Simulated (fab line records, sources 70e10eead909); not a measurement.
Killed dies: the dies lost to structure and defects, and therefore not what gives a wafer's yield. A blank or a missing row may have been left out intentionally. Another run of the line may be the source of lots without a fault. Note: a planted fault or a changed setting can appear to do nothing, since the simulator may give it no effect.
fab line records / flow nandHarc / part 2 of 2: steps 24 to 34 of 34
record: lots: 5 wafers: 15 lastDay: 33
route steps=1302 shown A_SGD_CUT@921 A_SLIT@922 A_SIN_REMOVE@947 A_WL_FILL@952
lots that met no fault: from a run of the same line without faults
startH: start of the lot's first displayed wafer, in hours after the record's first day / waitH: how many hours have passed since the lot's step before this one / " unchanged from the row above / L1.1+2: a row that stands for several wafers / - no value present, or no start provided / * or withheld: withheld / < > ~ a bound
route shown NAME@n: a module of which the file shows steps, and the number in the route of the first / usual: average and standard deviation across the fault-free wafers / same: alike in all rows / chamber/n: place in a boat / sites: readings site by site / _std_site: the values' standard deviation / _edge_site: outer sites' mean less inner sites' / radiusMm: how far each site lies from the wafer's centre / mask NAME#n: copy n / behind: the tool/chamber that last shaped the wafer / hold: the reason the lot was held/the length of the hold in hours/how it ended / device: the transistor (n, p or np) that didn't switch / end of line: at the end of the route, the tests of the same wafers / for a step that has no rows: nothing shown but its recipe / killed: at the first sort, the dies lost to defects and structure; wafer yield is something else / map: dies across one wafer; x = killed, . = not, _ = none there
set.NAME: the run value of the setting; set.NAME@STEP: its run value at that earlier step / model.NAME: the simulator's own value behind a step, which no gauge read
lots seen at some steps along the route; tables by step, rows by wafer
services: a tool's chamber out of use, with start hour (startH, from the record's first day; less than 0 if before it), hours out, and reason
== steps ==
step: NHARC_A_SLIT_PRECLEAN_19
recipe: timeS: * tempC: 50 bathAgeMin: 0 chemistry: SC1
usual: diwFlowMLMin: 1415/4.3 sc1H2o2EndMolL: 0.3697/0.00066
lot.wafer=L081.6 tool=wetBench-05 chamber=3 startH=530.75 waitH=- diwFlowMLMin=1422 sc1H2o2EndMolL=0.3689
lot.wafer=L081.3 tool=wetBench-05 chamber=5 startH=530.75 waitH=- diwFlowMLMin=1416 sc1H2o2EndMolL=0.3696
lot.wafer=L081.4 tool=wetBench-05 chamber=6 startH=530.75 waitH=- diwFlowMLMin=1413 sc1H2o2EndMolL=0.3699
lot.wafer=L080.5 tool=wetBench-05 chamber=6 startH=535.16 waitH=- diwFlowMLMin=1412 sc1H2o2EndMolL=0.3686
lot.wafer=L080.2 tool=wetBench-05 chamber=7 startH=535.16 waitH=- diwFlowMLMin=1414 sc1H2o2EndMolL=0.3703
lot.wafer=L080.4 tool=wetBench-05 chamber=1 startH=535.16 waitH=- diwFlowMLMin=1416 sc1H2o2EndMolL=0.3696
lot.wafer=L088.2 tool=wetBench-06 chamber=3 startH=603.89 waitH=- diwFlowMLMin=1415 sc1H2o2EndMolL=0.3714
lot.wafer=L088.6 tool=wetBench-06 chamber=4 startH=603.89 waitH=- diwFlowMLMin=1414 sc1H2o2EndMolL=0.3688
lot.wafer=L088.1 tool=wetBench-06 chamber=6 startH=603.89 waitH=- diwFlowMLMin=1411 sc1H2o2EndMolL=0.3691
lot.wafer=L094.6 tool=wetBench-02 chamber=0 startH=669.57 waitH=- diwFlowMLMin=1415 sc1H2o2EndMolL=0.3704
lot.wafer=L094.5 tool=wetBench-02 chamber=2 startH=669.57 waitH=- diwFlowMLMin=1412 sc1H2o2EndMolL=0.3703
lot.wafer=L094.3 tool=wetBench-02 chamber=5 startH=669.57 waitH=- diwFlowMLMin=1413 sc1H2o2EndMolL=0.3696
lot.wafer=L096.2 tool=wetBench-06 chamber=2 startH=684.46 waitH=- diwFlowMLMin=1417 sc1H2o2EndMolL=0.3692
lot.wafer=L096.3 tool=wetBench-06 chamber=4 startH=684.46 waitH=- diwFlowMLMin=1420 sc1H2o2EndMolL=0.3691
lot.wafer=L096.4 tool=wetBench-06 chamber=5 startH=684.46 waitH=- diwFlowMLMin=1414 sc1H2o2EndMolL=0.3696
step: NHARC_A_SLIT_SRD_20
lot.wafer=L081.6+3+4 tool=wetBench-05 chamber=3,5,6 startH=- waitH=-
lot.wafer=L080.5+2+4 tool=wetBench-05 chamber=6,7,1 startH=- waitH=-
lot.wafer=L088.2+6+1 tool=wetBench-06 chamber=3,4,6 startH=- waitH=-
lot.wafer=L094.6+5+3 tool=wetBench-02 chamber=0,2,5 startH=- waitH=-
lot.wafer=L096.2+3+4 tool=wetBench-06 chamber=2,4,5 startH=- waitH=-
step: NHARC_A_SLIT_CD_MEAS_21
usual: cdNm: 289.5/0.94
lot.wafer=L081.3 tool=cdSem-03 chamber=- startH=530.90 waitH=- cdNm=289.4
lot.wafer=L081.4 tool=cdSem-03 chamber=- startH=530.90 waitH=- cdNm=290.1
lot.wafer=L081.6 tool=cdSem-03 chamber=- startH=530.90 waitH=- cdNm=289.0
lot.wafer=L080.2 tool=cdSem-02 chamber=- startH=535.30 waitH=- cdNm=290.7
lot.wafer=L080.4 tool=cdSem-02 chamber=- startH=535.30 waitH=- cdNm=290.6
lot.wafer=L080.5 tool=cdSem-02 chamber=- startH=535.30 waitH=- cdNm=291.6
lot.wafer=L088.1 tool=cdSem-01 chamber=- startH=604.02 waitH=- cdNm=288.8
lot.wafer=L088.2 tool=cdSem-01 chamber=- startH=604.02 waitH=- cdNm=289.1
lot.wafer=L088.6 tool=cdSem-01 chamber=- startH=604.02 waitH=- cdNm=287.9
lot.wafer=L094.3 tool=cdSem-02 chamber=- startH=669.72 waitH=- cdNm=290.2
lot.wafer=L094.5 tool=cdSem-02 chamber=- startH=669.72 waitH=- cdNm=290.4
lot.wafer=L094.6 tool=cdSem-02 chamber=- startH=669.72 waitH=- cdNm=290.1
lot.wafer=L096.2 tool=cdSem-01 chamber=- startH=684.60 waitH=- cdNm=287.4
lot.wafer=L096.3 tool=cdSem-01 chamber=- startH=684.60 waitH=- cdNm=289.6
lot.wafer=L096.4 tool=cdSem-01 chamber=- startH=684.60 waitH=- cdNm=289.1
step: NHARC_A_SIN_REMOVE_WET_00
recipe: tempC: 160 timeS: 15300 chemistry: H3PO4
lot.wafer=L081.3+4+6 tool=wetH3po4-02 chamber=0 startH=532.56 waitH=1.7
lot.wafer=L080.2+4+5 tool=wetH3po4-02 chamber=0 startH=537.34 waitH=2.0
lot.wafer=L088.1+2+6 tool=wetH3po4-01 chamber=0 startH=605.70 waitH=1.7
lot.wafer=L094.3+5+6 tool=wetH3po4-01 chamber=1 startH=671.38 waitH=1.7
lot.wafer=L096.2+3+4 tool=wetH3po4-01 chamber=0 startH=686.27 waitH=1.7
step: NHARC_A_SIN_REMOVE_PRECLEAN_01
recipe: timeS: * tempC: 50 bathAgeMin: 0 chemistry: SC1
usual: diwFlowMLMin: 1415/4.1 sc1H2o2EndMolL: 0.3699/0.0007
lot.wafer=L081.4 tool=wetBench-07 chamber=1 startH=537.36 waitH=0.0 diwFlowMLMin=1416 sc1H2o2EndMolL=0.3700
lot.wafer=L081.3 tool=wetBench-07 chamber=3 startH=537.36 waitH=0.0 diwFlowMLMin=1416 sc1H2o2EndMolL=0.3696
lot.wafer=L081.6 tool=wetBench-07 chamber=6 startH=537.36 waitH=0.0 diwFlowMLMin=1420 sc1H2o2EndMolL=0.3701
lot.wafer=L080.5 tool=wetBench-07 chamber=0 startH=542.05 waitH=0.0 diwFlowMLMin=1419 sc1H2o2EndMolL=0.3696
lot.wafer=L080.4 tool=wetBench-07 chamber=1 startH=542.05 waitH=0.0 diwFlowMLMin=1418 sc1H2o2EndMolL=0.3700
lot.wafer=L080.2 tool=wetBench-07 chamber=4 startH=542.05 waitH=0.0 diwFlowMLMin=1415 sc1H2o2EndMolL=0.3693
lot.wafer=L088.6 tool=wetBench-07 chamber=0 startH=610.54 waitH=0.0 diwFlowMLMin=1414 sc1H2o2EndMolL=0.3687
lot.wafer=L088.2 tool=wetBench-07 chamber=3 startH=610.54 waitH=0.0 diwFlowMLMin=1421 sc1H2o2EndMolL=0.3699
lot.wafer=L088.1 tool=wetBench-07 chamber=5 startH=610.54 waitH=0.0 diwFlowMLMin=1415 sc1H2o2EndMolL=0.3721
lot.wafer=L094.5 tool=wetBench-04 chamber=7 startH=676.09 waitH=0.0 diwFlowMLMin=1415 sc1H2o2EndMolL=0.3699
lot.wafer=L094.6 tool=wetBench-04 chamber=0 startH=676.09 waitH=0.0 diwFlowMLMin=1415 sc1H2o2EndMolL=0.3705
lot.wafer=L094.3 tool=wetBench-04 chamber=1 startH=676.09 waitH=0.0 diwFlowMLMin=1419 sc1H2o2EndMolL=0.3709
lot.wafer=L096.3 tool=wetBench-09 chamber=7 startH=691.12 waitH=0.0 diwFlowMLMin=1418 sc1H2o2EndMolL=0.3692
lot.wafer=L096.2 tool=wetBench-09 chamber=0 startH=691.12 waitH=0.0 diwFlowMLMin=1409 sc1H2o2EndMolL=0.3692
lot.wafer=L096.4 tool=wetBench-09 chamber=1 startH=691.12 waitH=0.0 diwFlowMLMin=1420 sc1H2o2EndMolL=0.3705
step: NHARC_A_SIN_REMOVE_SRD_02
lot.wafer=L081.4+3+6 tool=wetBench-07 chamber=1,3,6 startH=- waitH=-
lot.wafer=L080.5+4+2 tool=wetBench-07 chamber=0,1,4 startH=- waitH=-
lot.wafer=L088.6+2+1 tool=wetBench-07 chamber=0,3,5 startH=- waitH=-
lot.wafer=L094.5+6+3 tool=wetBench-04 chamber=7,0,1 startH=- waitH=-
lot.wafer=L096.3+2+4 tool=wetBench-09 chamber=7,0,1 startH=- waitH=-
step: NHARC_A_SIN_REMOVE_INSPECT_04
usual: rawDefectCount: 379/70
lot.wafer=L081.3 tool=defectInspect-02 chamber=- startH=537.55 waitH=0.0 rawDefectCount=377
lot.wafer=L081.4 tool=defectInspect-02 chamber=- startH=537.55 waitH=0.0 rawDefectCount=381
lot.wafer=L081.6 tool=defectInspect-02 chamber=- startH=537.55 waitH=0.0 rawDefectCount=401
lot.wafer=L080.2 tool=defectInspect-02 chamber=- startH=542.23 waitH=0.0 rawDefectCount=416
lot.wafer=L080.4 tool=defectInspect-02 chamber=- startH=542.23 waitH=0.0 rawDefectCount=506
lot.wafer=L080.5 tool=defectInspect-02 chamber=- startH=542.23 waitH=0.0 rawDefectCount=456
lot.wafer=L088.1 tool=defectInspect-02 chamber=- startH=610.72 waitH=0.0 rawDefectCount=313
lot.wafer=L088.2 tool=defectInspect-02 chamber=- startH=610.72 waitH=0.0 rawDefectCount=245
lot.wafer=L088.6 tool=defectInspect-02 chamber=- startH=610.72 waitH=0.0 rawDefectCount=370
lot.wafer=L094.3 tool=defectInspect-02 chamber=- startH=676.25 waitH=0.0 rawDefectCount=268
lot.wafer=L094.5 tool=defectInspect-02 chamber=- startH=676.25 waitH=0.0 rawDefectCount=258
lot.wafer=L094.6 tool=defectInspect-02 chamber=- startH=676.25 waitH=0.0 rawDefectCount=287
lot.wafer=L096.2 tool=defectInspect-01 chamber=- startH=691.29 waitH=0.0 rawDefectCount=406
lot.wafer=L096.3 tool=defectInspect-01 chamber=- startH=691.29 waitH=0.0 rawDefectCount=448
lot.wafer=L096.4 tool=defectInspect-01 chamber=- startH=691.29 waitH=0.0 rawDefectCount=489
step: NHARC_A_WL_FILL_ALD_00
recipe: targetThkA: 30 pulseTimeS: 3 aldCycles: 30 tempC: 300 material: Al2O3
usual: heaterPowerW: 475/52 precursorPulseHeightRel: 0.999/0.016
lot.wafer=L081.4 tool=aldHk-03 chamber=2 startH=537.80 waitH=0.3 heaterPowerW=463 precursorPulseHeightRel=0.987
lot.wafer=L081.3 tool=aldHk-03 chamber=3 startH=537.80 waitH=0.3 heaterPowerW=489 precursorPulseHeightRel=0.991
lot.wafer=L081.6 tool=aldHk-03 chamber=2 startH=537.80 waitH=0.3 heaterPowerW=474 precursorPulseHeightRel=1.026
lot.wafer=L080.2 tool=aldHk-02 chamber=3 startH=542.29 waitH=0.1 heaterPowerW=502 precursorPulseHeightRel=0.996
lot.wafer=L080.4 tool=aldHk-02 chamber=2 startH=542.29 waitH=0.1 heaterPowerW=500 precursorPulseHeightRel=0.993
lot.wafer=L080.5 tool=aldHk-02 chamber=3 startH=542.29 waitH=0.1 heaterPowerW=509 precursorPulseHeightRel=1.006
lot.wafer=L088.1 tool=aldHk-02 chamber=3 startH=610.81 waitH=0.1 heaterPowerW=498 precursorPulseHeightRel=1.013
lot.wafer=L088.2 tool=aldHk-02 chamber=1 startH=610.81 waitH=0.1 heaterPowerW=522 precursorPulseHeightRel=0.986
lot.wafer=L088.6 tool=aldHk-02 chamber=2 startH=610.81 waitH=0.1 heaterPowerW=510 precursorPulseHeightRel=0.985
lot.wafer=L094.3 tool=aldHk-03 chamber=0 startH=676.37 waitH=0.1 heaterPowerW=404 precursorPulseHeightRel=1.022
lot.wafer=L094.5 tool=aldHk-03 chamber=2 startH=676.37 waitH=0.1 heaterPowerW=476 precursorPulseHeightRel=0.990
lot.wafer=L094.6 tool=aldHk-03 chamber=3 startH=676.37 waitH=0.1 heaterPowerW=461 precursorPulseHeightRel=0.990
lot.wafer=L096.3 tool=aldHk-03 chamber=3 startH=691.35 waitH=0.1 heaterPowerW=470 precursorPulseHeightRel=0.988
lot.wafer=L096.2 tool=aldHk-03 chamber=0 startH=691.35 waitH=0.1 heaterPowerW=413 precursorPulseHeightRel=1.007
lot.wafer=L096.4 tool=aldHk-03 chamber=2 startH=691.35 waitH=0.1 heaterPowerW=471 precursorPulseHeightRel=1.019
step: NHARC_A_WL_FILL_RTA_01
recipe: tempC: 1000 timeS: 5
usual: lampPowerPct: 32/5 wafer_temp_C_max: 1006.0/1.2
lot.wafer=L081.3 tool=rtpAnneal-02 chamber=0 startH=538.10 waitH=- lampPowerPct=26 wafer_temp_C_max=1004.2
lot.wafer=L081.4 tool=rtpAnneal-02 chamber=0 startH=538.10 waitH=- lampPowerPct=26 wafer_temp_C_max=1004.6
lot.wafer=L081.6 tool=rtpAnneal-02 chamber=0 startH=538.10 waitH=- lampPowerPct=26 wafer_temp_C_max=1006.8
lot.wafer=L080.2 tool=rtpAnneal-01 chamber=0 startH=542.58 waitH=- lampPowerPct=37 wafer_temp_C_max=1007.2
lot.wafer=L080.4 tool=rtpAnneal-01 chamber=0 startH=542.58 waitH=- lampPowerPct=36 wafer_temp_C_max=1006.3
lot.wafer=L080.5 tool=rtpAnneal-01 chamber=0 startH=542.58 waitH=- lampPowerPct=37 wafer_temp_C_max=1006.9
lot.wafer=L088.1 tool=rtpAnneal-01 chamber=0 startH=611.05 waitH=- lampPowerPct=36 wafer_temp_C_max=1006.4
lot.wafer=L088.2 tool=rtpAnneal-01 chamber=0 startH=611.05 waitH=- lampPowerPct=36 wafer_temp_C_max=1005.2
lot.wafer=L088.6 tool=rtpAnneal-01 chamber=0 startH=611.05 waitH=- lampPowerPct=36 wafer_temp_C_max=1005.9
lot.wafer=L094.3 tool=rtpAnneal-01 chamber=0 startH=676.64 waitH=- lampPowerPct=37 wafer_temp_C_max=1006.7
lot.wafer=L094.5 tool=rtpAnneal-01 chamber=0 startH=676.64 waitH=- lampPowerPct=36 wafer_temp_C_max=1006.1
lot.wafer=L094.6 tool=rtpAnneal-01 chamber=0 startH=676.64 waitH=- lampPowerPct=37 wafer_temp_C_max=1006.0
lot.wafer=L096.2 tool=rtpAnneal-02 chamber=0 startH=691.64 waitH=- lampPowerPct=26 wafer_temp_C_max=1006.7
lot.wafer=L096.3 tool=rtpAnneal-02 chamber=0 startH=691.64 waitH=- lampPowerPct=26 wafer_temp_C_max=1004.9
lot.wafer=L096.4 tool=rtpAnneal-02 chamber=0 startH=691.64 waitH=- lampPowerPct=26 wafer_temp_C_max=1005.7
step: NHARC_A_WL_FILL_ALD_02
recipe: targetThkA: 20 pulseTimeS: 3 aldCycles: 100 tempC: 450 material: TiN
usual: heaterPowerW: 1101/94 precursorPulseHeightRel: 0.998/0.019
lot.wafer=L081.4 tool=aldMetal-03 chamber=0 startH=538.29 waitH=0.1 heaterPowerW=1132 precursorPulseHeightRel=1.021
lot.wafer=L081.3 tool=aldMetal-03 chamber=2 startH=538.29 waitH=0.1 heaterPowerW=1182 precursorPulseHeightRel=0.989
lot.wafer=L081.6 tool=aldMetal-03 chamber=3 startH=538.29 waitH=0.1 heaterPowerW=938 precursorPulseHeightRel=1.013
lot.wafer=L080.4 tool=aldMetal-01 chamber=3 startH=542.84 waitH=0.2 heaterPowerW=1108 precursorPulseHeightRel=0.993
lot.wafer=L080.2 tool=aldMetal-01 chamber=0 startH=542.84 waitH=0.2 heaterPowerW=1035 precursorPulseHeightRel=1.000
lot.wafer=L080.5 tool=aldMetal-01 chamber=2 startH=542.84 waitH=0.2 heaterPowerW=1186 precursorPulseHeightRel=1.026
lot.wafer=L088.1 tool=aldMetal-03 chamber=1 startH=611.33 waitH=0.3 heaterPowerW=1078 precursorPulseHeightRel=0.988
lot.wafer=L088.2 tool=aldMetal-03 chamber=2 startH=611.33 waitH=0.3 heaterPowerW=1058 precursorPulseHeightRel=1.015
lot.wafer=L088.6 tool=aldMetal-03 chamber=3 startH=611.33 waitH=0.3 heaterPowerW=944 precursorPulseHeightRel=1.014
lot.wafer=L094.3 tool=aldMetal-01 chamber=2 startH=676.84 waitH=0.2 heaterPowerW=1186 precursorPulseHeightRel=1.020
lot.wafer=L094.5 tool=aldMetal-01 chamber=1 startH=676.84 waitH=0.2 heaterPowerW=1051 precursorPulseHeightRel=0.970
lot.wafer=L094.6 tool=aldMetal-01 chamber=2 startH=676.84 waitH=0.2 heaterPowerW=1218 precursorPulseHeightRel=1.033
lot.wafer=L096.2 tool=aldMetal-01 chamber=3 startH=691.83 waitH=0.2 heaterPowerW=1103 precursorPulseHeightRel=0.985
lot.wafer=L096.4 tool=aldMetal-01 chamber=0 startH=691.83 waitH=0.2 heaterPowerW=1023 precursorPulseHeightRel=0.989
lot.wafer=L096.3 tool=aldMetal-01 chamber=1 startH=691.83 waitH=0.2 heaterPowerW=1044 precursorPulseHeightRel=0.963
step: NHARC_A_WL_FILL_CVD_03
recipe: targetThkA: 400 tempC: 300 pressureTorr: 40 wf6FlowSccm: 40 h2FlowSccm: 1600 arFlowSccm: 1560 timeS: 279 material: W
usual: heaterPowerW: 466/49 mfcH2Sccm: 1600/4.6 throttleValvePct: 7.87/0.26
lot.wafer=L081.3 tool=cvdW-02 chamber=0 startH=538.80 waitH=0.2 heaterPowerW=544 mfcH2Sccm=1599 throttleValvePct=7.55
lot.wafer=L081.4 tool=cvdW-02 chamber=1 startH=538.80 waitH=0.2 heaterPowerW=432 mfcH2Sccm=1605 throttleValvePct=7.39
lot.wafer=L081.6 tool=cvdW-02 chamber=1 startH=538.80 waitH=0.2 heaterPowerW=423 mfcH2Sccm=1607 throttleValvePct=7.70
lot.wafer=L080.2 tool=cvdW-02 chamber=0 startH=543.25 waitH=0.1 heaterPowerW=538 mfcH2Sccm=1608 throttleValvePct=7.38
lot.wafer=L080.4 tool=cvdW-02 chamber=0 startH=543.25 waitH=0.1 heaterPowerW=545 mfcH2Sccm=1608 throttleValvePct=7.61
lot.wafer=L080.5 tool=cvdW-02 chamber=1 startH=543.25 waitH=0.1 heaterPowerW=418 mfcH2Sccm=1594 throttleValvePct=7.77
lot.wafer=L088.1 tool=cvdW-01 chamber=0 startH=611.70 waitH=0.1 heaterPowerW=449 mfcH2Sccm=1596 throttleValvePct=8.13
lot.wafer=L088.2 tool=cvdW-01 chamber=1 startH=611.70 waitH=0.1 heaterPowerW=448 mfcH2Sccm=1597 throttleValvePct=8.29
lot.wafer=L088.6 tool=cvdW-01 chamber=0 startH=611.70 waitH=0.1 heaterPowerW=452 mfcH2Sccm=1596 throttleValvePct=7.87
lot.wafer=L094.3 tool=cvdW-01 chamber=0 startH=677.39 waitH=0.2 heaterPowerW=447 mfcH2Sccm=1603 throttleValvePct=8.08
lot.wafer=L094.6 tool=cvdW-01 chamber=1 startH=677.39 waitH=0.2 heaterPowerW=451 mfcH2Sccm=1608 throttleValvePct=8.28
lot.wafer=L094.5 tool=cvdW-01 chamber=0 startH=677.39 waitH=0.2 heaterPowerW=443 mfcH2Sccm=1598 throttleValvePct=8.18
lot.wafer=L096.2 tool=cvdW-01 chamber=0 startH=692.32 waitH=0.1 heaterPowerW=450 mfcH2Sccm=1600 throttleValvePct=8.06
lot.wafer=L096.4 tool=cvdW-01 chamber=1 startH=692.32 waitH=0.1 heaterPowerW=444 mfcH2Sccm=1602 throttleValvePct=8.35
lot.wafer=L096.3 tool=cvdW-01 chamber=0 startH=692.32 waitH=0.1 heaterPowerW=451 mfcH2Sccm=1598 throttleValvePct=8.20
== services ==
tool=rieDiel-09 chamber=- startH=497.10 hours=9.0 kind=pm
tool=wetBench-07 chamber=- startH=512.00 hours=8.0 kind=pm
tool=rieDiel-09 chamber=0 startH=512.21 hours=14.9 kind=repair
tool=wetH3po4-01 chamber=- startH=512.53 hours=8.0 kind=pm
tool=aldMetal-01 chamber=- startH=526.00 hours=10.0 kind=pm
tool=rieDiel-04 chamber=- startH=526.11 hours=0.5 kind=repair
tool=lithoTrack-06 chamber=- startH=529.00 hours=7.0 kind=pm
tool=rieDiel-04 chamber=- startH=531.90 hours=9.0 kind=pm
tool=wetBench-06 chamber=- startH=545.61 hours=8.0 kind=pm
tool=cvdW-01 chamber=- startH=547.11 hours=13.0 kind=pm
tool=pecvd-03 chamber=- startH=547.31 hours=13.0 kind=pm
tool=rieDiel-04 chamber=2 startH=547.95 hours=13.9 kind=repair
tool=lithoTrack-04 chamber=- startH=553.00 hours=7.0 kind=pm
tool=aldMetal-01 chamber=- startH=554.52 hours=0.5 kind=repair
tool=rieDiel-04 chamber=1 startH=571.32 hours=132.0 kind=repair
tool=rieDiel-04 chamber=3 startH=581.34 hours=8.9 kind=repair
tool=rieDiel-10 chamber=- startH=596.52 hours=9.0 kind=pm
tool=wetBench-05 chamber=- startH=612.82 hours=8.0 kind=pm
tool=harEtch-02 chamber=- startH=633.64 hours=1.6 kind=repair
tool=rieDiel-04 chamber=2 startH=664.08 hours=6.8 kind=repair
tool=pecvd-01 chamber=- startH=673.03 hours=13.0 kind=pm
tool=rieDiel-09 chamber=- startH=674.18 hours=9.0 kind=pm
tool=wetBench-07 chamber=- startH=688.00 hours=8.0 kind=pm
tool=rieDiel-04 chamber=- startH=690.05 hours=0.6 kind=repair
